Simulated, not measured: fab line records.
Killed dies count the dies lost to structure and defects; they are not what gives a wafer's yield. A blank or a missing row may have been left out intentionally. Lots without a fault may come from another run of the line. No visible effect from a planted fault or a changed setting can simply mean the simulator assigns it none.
Split-lot experiment -- flow n5 finfet -- 39 wafers read from 7 lots, route of 1938 steps

THE SPLIT
At N5_MIM_BOT_SPUTTER_00 (material TiN, target thk 35 nm, time 89.7 s), the setting target thk a was moved away from the recipe's 350 angstrom on 15 of the 39 wafers read, by -21.5% to +54.7%. All remaining wafers had this setting at the recipe value.

The reading comes from the split's own step.

THE READING
TiN_of_MIM_BOT_SPUTTER_00.thk nm (the simulator's own value, which no gauge read), in nm, at N5_MIM_BOT_SPUTTER_00 (material TiN, target thk 35 nm, time 89.7 s). No usual value for it is given in the file. Average 34.9 nm, standard deviation 0.36 nm, over the 24 wafers here run with the recipe.

wafer,"tool, chamber at the split","target thk a as run, angstrom",against the recipe,"TiN_of_MIM_BOT_SPUTTER_00.thk nm, nm",against lot-mates on the recipe
L076.1,"pvd sputter-01, -",350,recipe,34.8,-
L076.2,"pvd sputter-01, -",350,recipe,34.4,-
L076.3,"pvd sputter-01, -",350,recipe,34.6,-
L076.4,"pvd sputter-01, -",350,recipe,34.6,-
L076.5,"pvd sputter-01, -",350,recipe,34.6,-
L076.6,"pvd sputter-01, -",350,recipe,34.6,-
L083.1,"pvd sputter-03, -",350,recipe,35,-
L083.4,"pvd sputter-03, -",350,recipe,35,-
L083.3,"pvd sputter-03, -",350,recipe,35.2,-
L079.1,"pvd sputter-02, -",350,recipe,34.8,-
L079.2,"pvd sputter-02, -",525.2,+50.1%,51.8,+17.1
L079.4,"pvd sputter-02, -",525.2,+50.1%,51.8,+17.1
L079.3,"pvd sputter-02, -",350,recipe,34.6,-
L079.6,"pvd sputter-02, -",350,recipe,34.6,-
L079.5,"pvd sputter-02, -",525.2,+50.1%,52,+17.3
L084.1,"pvd sputter-03, -",350,recipe,35.2,-
L084.2,"pvd sputter-03, -",296.1,-15.4%,29.6,-5.6
L084.3,"pvd sputter-03, -",296.1,-15.4%,30.2,-5.0
L084.4,"pvd sputter-03, -",350,recipe,35.4,-
L084.5,"pvd sputter-03, -",296.1,-15.4%,29.8,-5.4
L084.6,"pvd sputter-03, -",350,recipe,35,-
L085.1,"pvd sputter-03, -",350,recipe,35.6,-
L085.6,"pvd sputter-03, -",350,recipe,35.6,-
L085.2,"pvd sputter-03, -",429.5,+22.7%,43.2,+7.7
L085.3,"pvd sputter-03, -",429.5,+22.7%,43.4,+7.9
L085.4,"pvd sputter-03, -",429.5,+22.7%,43.6,+8.1
L085.5,"pvd sputter-03, -",350,recipe,35.2,-
L086.1,"pvd sputter-03, -",541.6,+54.7%,54.4,+19.1
L086.3,"pvd sputter-03, -",541.6,+54.7%,54.4,+19.1
L086.6,"pvd sputter-03, -",541.6,+54.7%,54.4,+19.1
L086.2,"pvd sputter-03, -",350,recipe,35.2,-
L086.4,"pvd sputter-03, -",350,recipe,35.2,-
L086.5,"pvd sputter-03, -",350,recipe,35.4,-
L089.1,"pvd sputter-01, -",274.9,-21.5%,27,-7.6
L089.4,"pvd sputter-01, -",274.9,-21.5%,27,-7.6
L089.2,"pvd sputter-01, -",274.9,-21.5%,27.4,-7.2
L089.3,"pvd sputter-01, -",350,recipe,34.8,-
L089.5,"pvd sputter-01, -",350,recipe,34.6,-
L089.6,"pvd sputter-01, -",350,recipe,34.4,-

FIT RESULTS
A straight line over all 39 wafers: TiN_of_MIM_BOT_SPUTTER_00.thk nm changes by +0.35 nm for each +1% of target thk a; r = +1.00; the points scatter about the line by 0.41 nm.
The same after taking each lot's own level away (the mean of its wafers on the recipe; 39 wafers): +0.347 nm for each +1%; r = +1.00; scatter 0.16 nm.
The reading moves by 19 nm for the largest change in target thk a, on that fit.
The lots' own levels span 34.60 to 35.47 nm, that is 2.4 times the standard deviation above.
Consequently the slope shifts little with the lot-to-lot level, the two slopes agreeing.
Check: with one of the wafers moved furthest among these (+54.7%) left out of the fit, the line predicts +19 nm for it against its lot-mates. It came out at +19.1 nm against them.

OTHER SPLITS ON THESE WAFERS
Other splits were also applied to these wafers ahead of the reading. Each is held against what the fit with the lots' levels taken away leaves over:
other split on the same wafers,wafers away from the commonest value,r with TiN_of_MIM_BOT_SPUTTER_00.thk nm (lot level and that fit taken away)
N5_BEOL_M5_HM_DEP_02 target thk a,15,-0.08
N5_BEOL_M9_PECVD_70 time s,18,-0.21
N5_BEOL_M10_DEVELOP_10 develop time s,12,-0.18

FILE'S OWN FIT
TiN_of_MIM_BOT_SPUTTER_00.thk nm changes by +0.347 nm for each +1% of target thk a, r = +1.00.
